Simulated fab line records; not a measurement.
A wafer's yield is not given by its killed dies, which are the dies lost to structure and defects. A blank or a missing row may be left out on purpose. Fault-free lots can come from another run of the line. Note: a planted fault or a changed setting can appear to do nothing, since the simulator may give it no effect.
fab line records    flow nand_harc
[record] lots = 10  wafers = 30  last_day = 33
route steps=1302 shown A_CHANNEL_HOLE_D1@465 END@1302
lots that met no fault: taken from a fault-free run of the same line
start_h: hours from the record's opening day to when the first of the lot's shown wafers began    wait_h: time in hours since the lot's previous step    " as in the row above    L1.1+2: several wafers, shown together as one row    - value missing, or start not given    * or withheld: withheld    < > ~ a bound
route shown NAME@n: a module of which the file shows steps, and the number in the route of the first    usual: average and standard deviation across the fault-free wafers    same: alike in all rows    chamber/n: place in a boat    sites: per-site readings    _std_site: standard deviation across them    _edge_site: the outer-site mean with the inner-site mean subtracted    radius_mm: for every site, how far away it sits from the centre of the wafer    mask NAME#n: copy n    behind: the most recent tool/chamber to have shaped the wafer    hold: cause of the lot's hold/its duration in hours/its outcome    device: names the non-switching transistor (n, p or np)    end of line: at the end of the route, the tests of the same wafers    a step given without rows: its recipe and nothing more    killed: count of dies lost to structure and defects at first sort (not the wafer's yield)    map: a wafer's dies, marking killed ones x, the rest . and places with no die _
set.NAME: setting as actually run; set.NAME@STEP: the setting as run at that earlier step    model.NAME: the simulator's own value behind a step, which no gauge read
one table for each step of the route and one row for each wafer, over a sample of lots
services: a tool's chamber out of use, with start hour (start_h, from the record's first day; less than 0 if before it), hours out, and reason
[[steps]]
[step NHARC_A_CHANNEL_HOLE_D1_DESCUM_15]
[recipe] time_s = 3  o2_flow_sccm = 200  ar_flow_sccm = 0  bias_power_w = 0  chemistry = O2
[usual] drypump_motor_current_A = 5.63/0.27  oes_product_au = 1.000/0.0098  rf_vpp_V = 58.1/1  showerhead_plenum_p_Torr = 1.97/0.067  throttle_valve_pct = 11.312/0.0083
lot.wafer  tool         chamber  start_h  wait_h  drypump_motor_current_A  oes_product_au  rf_hours_counter_h  rf_vpp_V  showerhead_plenum_p_Torr  throttle_valve_pct
L916.1     rie_diel-11  3        183.08   0.1     5.82                     1.001           7                   60.0      2.05                      11.311
L916.4     "            1        "        "       5.56                     1.008           -                   57.7      2.05                      11.310
L916.5     "            2        "        "       5.32                     1.014           -                   57.6      1.94                      11.297
L917.1     rie_diel-11  3        200.89   0.1     5.80                     0.995           8                   57.3      2.05                      11.294
L917.4     "            0        "        "       5.66                     1.003           8                   57.6      1.92                      11.315
L917.5     "            0        "        "       5.64                     0.996           -                   57.3      1.92                      11.316
L918.4     rie_diel-13  2        206.02   0.1     5.81                     0.995           8                   57.6      1.86                      11.317
L918.3     "            0        "        "       5.86                     1.005           8                   57.6      2.00                      11.309
L918.6     "            2        "        "       5.79                     1.004           -                   57.1      1.86                      11.314
L920.1     rie_diel-11  1        227.62   0.1     5.56                     1.010           10                  60.3      2.05                      11.311
L920.3     "            2        "        "       5.33                     1.008           9                   58.2      1.94                      11.310
L920.6     "            0        "        "       5.69                     0.995           -                   56.2      1.92                      11.296
L921.1     rie_diel-11  1        239.81   0.1     5.56                     1.002           12                  59.0      2.05                      11.309
L921.6     "            0        "        "       5.68                     1.008           -                   58.0      1.92                      11.307
L921.4     "            2        "        "       5.32                     1.015           -                   57.9      1.94                      11.296
L926.3     rie_diel-11  1        292.34   0.1     5.57                     1.006           2                   56.8      2.05                      11.327
L926.2     "            2        "        "       5.32                     0.995           2                   58.8      1.94                      11.307
L926.1     "            3        "        "       5.80                     1.001           2                   58.0      2.05                      11.324
L935.2     rie_diel-11  3        381.70   0.1     5.79                     0.987           9                   58.2      2.05                      11.308
L935.4     "            0        "        "       5.67                     0.999           11                  56.9      1.92                      11.298
L935.1     "            1        "        "       5.53                     1.000           11                  59.6      2.05                      11.320
L936.2     rie_diel-11  0        388.74   0.1     5.64                     0.998           12                  58.8      1.92                      11.312
L936.3     "            3        "        "       5.80                     0.986           10                  57.9      2.05                      11.317
L936.6     "            3        "        "       5.79                     0.983           -                   58.4      2.05                      11.313
L937.2     rie_diel-11  1        401.25   0.1     5.56                     0.999           12                  59.0      2.05                      11.303
L937.4     "            3        "        "       5.81                     0.992           11                  59.3      2.05                      11.313
L937.5     "            0        "        "       5.66                     1.000           -                   57.6      1.92                      11.303
L938.2     rie_diel-11  2        401.77   0.1     5.32                     1.003           14                  59.3      1.93                      11.310
L938.4     "            1        "        "       5.56                     1.003           12                  57.7      2.05                      11.308
L938.5     "            3        "        "       5.81                     0.989           -                   58.5      2.05                      11.324
[step NHARC_A_CHANNEL_HOLE_D1_ETCH_39]
[recipe] target_depth_a = 2600  over_etch_frac = 0.3  time_s = 325  ion_energy_ev = 200  n2_flow_sccm = 150  h2_flow_sccm = 150  ar_flow_sccm = 0  rf_w = 400  bias_w = 150  chemistry = N2/H2
[usual] drypump_motor_current_A = 5.64/0.28  oes_product_au = 0.999/0.0097  rf_vpp_V = 432.3/2  showerhead_plenum_p_Torr = 2.11/0.07  throttle_valve_pct = 14.171/0.0093
lot.wafer  tool         chamber  start_h  wait_h  drypump_motor_current_A  oes_product_au  rf_hours_counter_h  rf_vpp_V  showerhead_plenum_p_Torr  throttle_valve_pct
L916.1     rie_diel-11  1        -        -       5.55                     1.015           7                   435.9     2.19                      14.178
L916.4     "            3        "        "       5.78                     0.989           -                   433.4     2.19                      14.169
L916.5     "            1        "        "       5.55                     1.015           -                   434.2     2.19                      14.186
L917.4     rie_diel-11  1        -        -       5.55                     1.012           8                   435.4     2.19                      14.180
L917.1     "            2        "        "       5.33                     1.016           7                   431.0     2.07                      14.179
L917.5     "            3        "        "       5.83                     0.987           -                   434.1     2.19                      14.173
L918.4     rie_diel-13  3        -        -       5.94                     1.008           8                   431.0     2.08                      14.155
L918.3     "            2        "        "       5.76                     0.997           8                   428.7     1.98                      14.181
L918.6     "            0        "        "       5.86                     1.001           -                   433.5     2.13                      14.187
L920.3     rie_diel-11  2        -        -       5.33                     1.017           9                   430.4     2.07                      14.161
L920.1     "            1        "        "       5.56                     1.010           10                  433.9     2.19                      14.182
L920.6     "            1        "        "       5.56                     1.004           -                   434.4     2.19                      14.184
L921.1     rie_diel-11  0        -        -       5.68                     0.989           12                  428.2     2.05                      14.161
L921.6     "            0        "        "       5.67                     1.002           -                   431.4     2.05                      14.166
L921.4     "            1        "        "       5.55                     1.004           -                   434.0     2.19                      14.147
L926.2     rie_diel-11  3        -        -       5.84                     0.990           2                   433.5     2.19                      14.172
L926.3     "            0        "        "       5.68                     0.997           2                   430.6     2.05                      14.157
L926.1     "            1        "        "       5.55                     0.992           2                   434.8     2.19                      14.181
L935.1     rie_diel-11  0        -        -       5.65                     1.009           11                  429.6     2.04                      14.171
L935.2     "            2        "        "       5.34                     1.007           12                  430.7     2.06                      14.165
L935.4     "            3        "        "       5.83                     0.984           9                   434.8     2.19                      14.187
L936.2     rie_diel-11  2        -        -       5.35                     1.005           12                  431.4     2.06                      14.158
L936.3     "            3        "        "       5.82                     0.976           10                  435.6     2.18                      14.189
L936.6     "            3        "        "       5.80                     0.982           -                   434.6     2.18                      14.178
L937.4     rie_diel-11  3        -        -       5.80                     0.994           11                  434.5     2.18                      14.189
L937.2     "            0        "        "       5.68                     0.995           13                  431.5     2.04                      14.175
L937.5     "            1        "        "       5.56                     0.999           -                   434.0     2.19                      14.176
L938.2     rie_diel-11  1        -        -       5.54                     1.007           12                  434.9     2.19                      14.158
L938.4     "            3        "        "       5.80                     0.990           11                  433.9     2.18                      14.175
L938.5     "            0        "        "       5.67                     0.992           -                   432.4     2.04                      14.157
[step NHARC_A_CHANNEL_HOLE_D1_ETCH_16]
[recipe] target_depth_a = 31000  over_etch_frac = 0.3  time_s = 806  ion_energy_ev = 150  o2_flow_sccm = 400  cos_flow_sccm = 20  ar_flow_sccm = 0  rf_w = 500  bias_w = 300  chemistry = O2/COS
[usual] drypump_motor_current_A = 5.63/0.28  oes_product_au = 0.999/0.011  rf_vpp_V = 315.5/1.5  showerhead_plenum_p_Torr = 3.21/0.1  throttle_valve_pct = 28.330/0.0095
lot.wafer  tool         chamber  start_h  wait_h  drypump_motor_current_A  oes_product_au  rf_hours_counter_h  rf_vpp_V  showerhead_plenum_p_Torr  throttle_valve_pct
L916.1     rie_diel-11  3        183.68   -       5.82                     0.994           7                   316.4     3.33                      28.324
L916.4     "            1        "        "       5.58                     1.022           -                   317.7     3.34                      28.326
L916.5     "            2        "        "       5.34                     1.011           -                   314.6     3.16                      28.318
L917.4     rie_diel-11  2        201.42   -       5.34                     1.010           8                   313.8     3.16                      28.316
L917.1     "            3        "        "       5.82                     0.986           8                   315.8     3.33                      28.350
L917.5     "            3        "        "       5.82                     0.990           -                   317.7     3.33                      28.326
L918.3     rie_diel-13  3        206.60   -       5.94                     1.002           8                   316.1     3.18                      28.332
L918.4     "            1        "        "       5.93                     0.993           8                   315.4     3.23                      28.333
L918.6     "            3        "        "       5.93                     1.002           -                   314.8     3.18                      28.320
L920.3     rie_diel-11  1        228.32   -       5.56                     1.002           10                  317.9     3.34                      28.327
L920.1     "            2        "        "       5.35                     1.008           10                  313.4     3.16                      28.321
L920.6     "            0        "        "       5.66                     0.995           -                   314.6     3.13                      28.334
L921.1     rie_diel-11  1        240.57   -       5.56                     1.010           12                  318.8     3.34                      28.323
L921.4     "            0        "        "       5.67                     0.993           -                   314.1     3.13                      28.350
L921.6     "            1        "        "       5.56                     1.005           -                   317.3     3.34                      28.331
L926.2     rie_diel-11  1        292.87   -       5.59                     1.001           3                   318.0     3.33                      28.331
L926.3     "            2        "        "       5.36                     1.016           2                   314.8     3.16                      28.313
L926.1     "            3        "        "       5.80                     0.998           2                   316.9     3.33                      28.336
L935.1     rie_diel-11  3        382.24   -       5.81                     0.974           9                   316.7     3.33                      28.307
L935.2     "            0        "        "       5.66                     0.993           12                  314.0     3.13                      28.325
L935.4     "            3        "        "       5.80                     0.978           -                   316.6     3.33                      28.326
L936.2     rie_diel-11  3        389.45   -       5.79                     0.989           10                  317.0     3.33                      28.334
L936.3     "            0        "        "       5.67                     1.003           13                  314.6     3.13                      28.335
L936.6     "            0        "        "       5.68                     0.997           -                   313.3     3.13                      28.339
L937.4     rie_diel-11  0        401.87   -       5.66                     0.996           13                  315.3     3.13                      28.322
L937.2     "            2        "        "       5.34                     1.006           14                  315.2     3.15                      28.328
L937.5     "            0        "        "       5.67                     0.994           -                   314.3     3.13                      28.340
L938.2     rie_diel-11  2        402.66   -       5.33                     1.008           14                  314.7     3.15                      28.328
L938.4     "            3        "        "       5.80                     0.993           12                  318.2     3.33                      28.328
L938.5     "            2        "        "       5.35                     1.011           -                   313.8     3.15                      28.323
[step NHARC_A_CHANNEL_HOLE_D1_ETCH_21]
[recipe] bias_v = 3000  source_w = withheld  pressure_mtorr = 20  time_s = 514.3  ar_flow_sccm = 375  c4f8_flow_sccm = 89.3  o2_flow_sccm = 35.7  temp_c = -20  target_depth_a = 16000  chemistry = C4F8/O2/Ar
[usual] drypump_motor_current_A = 5.6/0.55  showerhead_plenum_p_Torr = 3.62/0.12  throttle_valve_pct = 32.155/0.0091
lot.wafer  tool         chamber  start_h  wait_h  drypump_motor_current_A  rf_hours_counter_h  showerhead_plenum_p_Torr  throttle_valve_pct
L916.1     har_etch-01  0        189.51   0.3     4.7                      88                  3.74                      32.156
L916.4     "            1        "        "       5.7                      -                   3.59                      32.165
L916.5     "            1        "        "       5.7                      -                   3.59                      32.154
L917.1     har_etch-01  0        202.57   0.3     4.7                      96                  3.73                      32.170
L917.4     "            0        "        "       4.7                      -                   3.73                      32.157
L917.5     "            1        "        "       5.7                      -                   3.59                      32.148
L918.3     har_etch-01  0        207.76   0.3     4.7                      -                   3.73                      32.137
L918.4     "            1        "        "       5.7                      -                   3.58                      32.156
L918.6     "            0        "        "       4.7                      -                   3.73                      32.153
L920.1     har_etch-02  1        229.51   0.3     6.0                      325                 3.69                      32.157
L920.3     "            0        "        "       6.1                      -                   3.43                      32.156
L920.6     "            0        "        "       6.1                      -                   3.43                      32.142
L921.1     har_etch-02  1        241.62   0.3     6.0                      329                 3.68                      32.151
L921.4     "            1        "        "       6.0                      -                   3.68                      32.157
L921.6     "            1        "        "       6.0                      -                   3.68                      32.167
L926.1     har_etch-02  0        297.51   0.3     6.1                      375                 3.40                      32.160
L926.2     "            1        "        "       6.0                      375                 3.66                      32.148
L926.3     "            1        "        "       6.0                      -                   3.66                      32.152
L935.2     har_etch-01  1        383.43   0.3     5.7                      188                 3.54                      32.148
L935.1     "            0        "        "       4.7                      188                 3.68                      32.149
L935.4     "            0        "        "       4.7                      -                   3.68                      32.161
L936.2     har_etch-01  1        395.58   0.3     5.7                      199                 3.53                      32.161
L936.3     "            0        "        "       4.7                      -                   3.68                      32.167
L936.6     "            0        "        "       4.7                      -                   3.68                      32.155
L937.2     har_etch-02  0        403.91   0.3     6.1                      4                   3.92                      32.145
L937.4     "            0        "        "       6.1                      -                   3.92                      32.143
L937.5     "            1        "        "       6.0                      -                   3.63                      32.150
L938.2     har_etch-01  0        404.13   0.3     4.7                      207                 3.67                      32.149
L938.4     "            0        "        "       4.7                      -                   3.67                      32.139
L938.5     "            0        "        "       4.7                      -                   3.67                      32.166
[step NHARC_A_CHANNEL_HOLE_D1_INSPECT_40]
[usual] raw_defect_count = 72/26
lot.wafer  tool               chamber  start_h  wait_h  raw_defect_count
L916.1     defect_inspect-01  -        194.76   -       48
L916.4     "                  -        "        "       57
L916.5     "                  -        "        "       36
L917.1     defect_inspect-02  -        207.78   -       27
L917.4     "                  -        "        "       54
L917.5     "                  -        "        "       34
L918.3     defect_inspect-01  -        212.90   -       66
L918.4     "                  -        "        "       96
L918.6     "                  -        "        "       78
L920.1     defect_inspect-01  -        234.70   -       85
L920.3     "                  -        "        "       81
L920.6     "                  -        "        "       107
L921.1     defect_inspect-02  -        247.08   -       91
L921.4     "                  -        "        "       84
L921.6     "                  -        "        "       88
L926.1     defect_inspect-01  -        302.81   -       74
L926.2     "                  -        "        "       116
L926.3     "                  -        "        "       498
L935.1     defect_inspect-01  -        388.89   -       59
L935.2     "                  -        "        "       82
L935.4     "                  -        "        "       54
L936.2     defect_inspect-02  -        400.88   -       62
L936.3     "                  -        "        "       57
L936.6     "                  -        "        "       49
L937.2     defect_inspect-02  -        409.21   -       53
L937.4     "                  -        "        "       38
L937.5     "                  -        "        "       58
L938.2     defect_inspect-02  -        409.63   -       72
L938.4     "                  -        "        "       47
L938.5     "                  -        "        "       80
[step NHARC_END_SORT_01]
[recipe] temp_c = 25
[usual] killed_at_array = 58/18  killed_at_other = 1.0/1.5  killed_at_periphery = 4/3.1  killed_dies = 64/18  killed_open = 3.4/1.9  killed_short = 2.7/1.7
[same] gross_dies = 677
lot.wafer  tool       chamber  start_h  wait_h  killed_at_array  killed_at_other  killed_at_periphery  killed_dies  killed_open  killed_short
L926.1     prober-01  0        678.34   2.5     40               1                0                    41           1            2
L926.2     prober-01  0        679.14   2.8     48               0                1                    49           5            0
L926.3     prober-01  0        679.94   3.1     109              0                0                    109          2            2
// killed by level:class
L926.1 A_CHANNEL_HOLE_D1:chamber_film_flake=26 A_CONTACT:chamber_film_flake=4 A_SGD_CUT:chamber_film_flake=3 A_STAIRCASE:chamber_film_flake=2 A_CHANNEL_FILL_D1:geometric_particle:open=1 A_M0:geometric_particle:short=1 A_M1:geometric_particle:short=1 A_CHANNEL_HOLE_D2:chamber_film_flake=1
L926.2 A_CHANNEL_HOLE_D1:chamber_film_flake=30 A_CONTACT:chamber_film_flake=6 A_STAIRCASE:chamber_film_flake=4 A_CONTACT:geometric_particle:open=3 A_SLIT:chamber_film_flake=2 A_CHANNEL_HOLE_D1:geometric_particle:open=1 A_DECK1_JOINT:geometric_particle:open=1 P_ZERO_WELL:chamber_film_flake=1
L926.3 A_CHANNEL_HOLE_D1:unspecified=61 A_CHANNEL_HOLE_D1:chamber_film_flake=34 A_STAIRCASE:chamber_film_flake=4 A_CHANNEL_HOLE_D2:chamber_film_flake=2 A_CONTACT:chamber_film_flake=2 A_ONON_D2:geometric_particle:short=1 A_SGD_CUT:geometric_particle:open=1 A_WL_FILL:geometric_particle:open=1
[[services]]
tool         chamber  start_h  hours  kind
rie_diel-11  0        161.00   -      clean
rie_diel-11  1        161.00   -      clean
rie_diel-11  2        161.00   -      clean
rie_diel-11  3        161.00   -      clean
rie_diel-13  -        165.00   9.0    pm
rie_diel-11  0        181.97   2.7    repair
rie_diel-11  0        185.50   -      clean
rie_diel-11  1        185.50   -      clean
rie_diel-11  2        185.50   -      clean
rie_diel-11  3        185.50   -      clean
har_etch-02  -        196.15   4.4    repair
rie_diel-11  1        204.07   6.1    repair
rie_diel-11  0        210.00   -      clean
rie_diel-11  3        225.47   24.4   repair
har_etch-01  -        237.77   15.6   repair
rie_diel-11  -        255.50   9.0    pm
rie_diel-13  2        274.74   15.4   repair
rie_diel-13  2        296.18   5.9    repair
rie_diel-11  3        340.13   7.4    repair
rie_diel-13  -        342.08   9.0    pm
rie_diel-13  1        351.99   40.0   repair
har_etch-02  -        378.55   17.0   pm
rie_diel-11  1        382.09   11.8   repair
rie_diel-13  0        382.44   5.4    repair
[[key]]
[first_sign] step = NHARC_A_CHANNEL_HOLE_D1_INSPECT_40  reading = raw_defect_count  direction = up  sigmas = 16  usual = 72  struck = 498
[effect] step = NHARC_END_SORT_01  reading = killed_at_array  direction = up  sigmas = 2.9  usual = 58  struck = 109
[more_kills_born_at] NHARC_A_CHANNEL_HOLE_D1_ETCH_16@rie_diel-11 = 61
met_at NHARC_A_CHANNEL_HOLE_D1_ETCH_16
struck_lots L926
struck_wafers L926.3
tester_left_out L926
not_acting_at NHARC_A_CHANNEL_HOLE_D1_DESCUM_15,NHARC_A_CHANNEL_HOLE_D1_ETCH_39,NHARC_A_CHANNEL_HOLE_D1_ETCH_21
onset_between 228.32 292.87
[fault] kind = chamber_particle_source  tool = rie_diel-11  chamber = 2  onset_h = 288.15  steps = NHARC_A_CHANNEL_HOLE_D1_ETCH_16  rate_per_visit_cm2 = 0.56569  end_h = 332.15
// tester_left_out: of these lots the tester's yield and bins aren't shown, on N5 and GAA mostly nor the transistor test; their killed dies are dies lost to structure and defects alone, not to doping, threshold or leakage, so they don't give the yield
